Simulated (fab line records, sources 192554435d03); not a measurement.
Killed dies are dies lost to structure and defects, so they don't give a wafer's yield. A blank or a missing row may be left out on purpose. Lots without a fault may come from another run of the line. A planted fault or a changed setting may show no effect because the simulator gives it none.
Chamber matching | flow n5_finfet | N5_HKMG_FIN_CMP_23 on cmp-02: 4 sister chambers
The step polishes, stops on SiNx, t overpolish 10 s, target thk 46.326 nm. 4 wafers are shown with their chamber, then 10 later ones without.

WAFERS WITH THEIR CHAMBER
wafer  | chamber | motor_current_A (A)
L090.3 | 3       | 12.1
L091.6 | 1       | 13.3
L093.1 | 2       | 9.5
L093.4 | 0       | 10.5

WAFERS WITHOUT THEIR CHAMBER
wafer  | motor_current_A (A)
L093.6 | 13.9
L094.1 | 8.9
L094.2 | 12.3
L094.3 | 14.0
L096.2 | 9.3
L096.3 | 10.7
L096.5 | 13.9
L097.2 | 11.2
L097.4 | 12.7
L097.5 | 14.4

WHICH CHAMBER EACH WENT THROUGH
wafer  | from the rows above          | in truth
L093.6 | can't be placed: 1 or 3      | 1
L094.1 | can't be placed: 2 or 0      | 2
L094.2 | can't be placed: 3 or 1      | 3
L094.3 | can't be placed: 1 or 3      | 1
L096.2 | can't be placed: 2 or 0      | 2
L096.3 | can't be placed: 0 or 2 or 3 | 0
L096.5 | can't be placed: 1 or 3      | 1
L097.2 | can't be placed: 0 or 3 or 2 | 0
L097.4 | can't be placed: 3 or 1      | 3
L097.5 | can't be placed: 1 or 3      | 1
Placed correctly: 0 of 10. Can't be placed from these rows: 10 (the true chamber is among the candidates in 10). Placed wrongly: 0.
How it was worked out, from the rows above alone: a wafer's distance from a chamber is the root of the sum, over the readings, of the square of ((its reading less the chamber's mean) divided by the reading's scatter). The wafer belongs to the nearest chamber; if the next one is less than 2 further off, it can't be placed. A chamber's mean is the mean of its shown wafers. The scatter: with one shown wafer a chamber, the root of the mean of the squares of how far each hidden wafer lies from its nearest shown one.
